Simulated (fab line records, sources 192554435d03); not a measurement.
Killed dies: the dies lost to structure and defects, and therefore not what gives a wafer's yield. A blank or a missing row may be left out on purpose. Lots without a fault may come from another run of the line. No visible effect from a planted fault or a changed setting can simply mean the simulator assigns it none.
Chamber matching + flow n5 finfet + 4 sister chambers for N5_MOL_CONTACT_COAG_ETCH_47 on rie diel-04
The step etches SiNx in CH3F/O2, stops on W, target depth 27 nm. 8 wafers are shown with their chamber, then 9 later ones without.

WAFERS PAIRED WITH THEIR CHAMBERS
| wafer  | chamber | showerhead plenum p Torr (Torr) | throttle valve pct (%) |
|--------|---------|---------------------------------|------------------------|
| L078.1 | 2       | 1.94                            | 16.49                  |
| L078.3 | 1       | 2.07                            | 16.98                  |
| L078.6 | 2       | 1.94                            | 16.50                  |
| L080.1 | 1       | 2.07                            | 16.98                  |
| L083.5 | 3       | 1.95                            | 16.66                  |
| L090.1 | 3       | 1.94                            | 16.70                  |
| L090.2 | 0       | 2.07                            | 16.39                  |
| L090.5 | 0       | 2.07                            | 16.39                  |

WAFERS WITH NO CHAMBER GIVEN
| wafer  | showerhead plenum p Torr (Torr) | throttle valve pct (%) |
|--------|---------------------------------|------------------------|
| L091.2 | 1.94                            | 16.07                  |
| L091.3 | 2.07                            | 16.40                  |
| L091.4 | 1.94                            | 16.69                  |
| L092.2 | 2.07                            | 16.40                  |
| L092.5 | 1.94                            | 16.09                  |
| L092.6 | 2.06                            | 17.05                  |
| L095.1 | 2.07                            | 16.41                  |
| L095.3 | 1.94                            | 16.09                  |
| L095.4 | 2.06                            | 16.43                  |

EACH ONE'S CHAMBER
| wafer  | from the rows above | in truth |
|--------|---------------------|----------|
| L091.2 | 2                   | 2        |
| L091.3 | 0                   | 0        |
| L091.4 | 3                   | 3        |
| L092.2 | 0                   | 0        |
| L092.5 | 2                   | 2        |
| L092.6 | 1                   | 1        |
| L095.1 | 0                   | 0        |
| L095.3 | 2                   | 2        |
| L095.4 | 0                   | 0        |
Correctly placed: 9 of 9. Can't be placed from these rows: 0. Wrongly placed: 0.
How it was worked out, from the rows above alone: a wafer's distance from a chamber is the root of the sum, over the readings, of the square of ((its reading less the chamber's mean) divided by the reading's scatter). If the next closest chamber is less than 2 further off than the closest, the wafer can't be placed; otherwise it belongs to the closest. Each chamber's mean is taken over the wafers shown for it. The scatter: take each reading less its chamber's mean, square it, sum over the shown wafers, divide by the number of wafers less the number of chambers, and take the root.
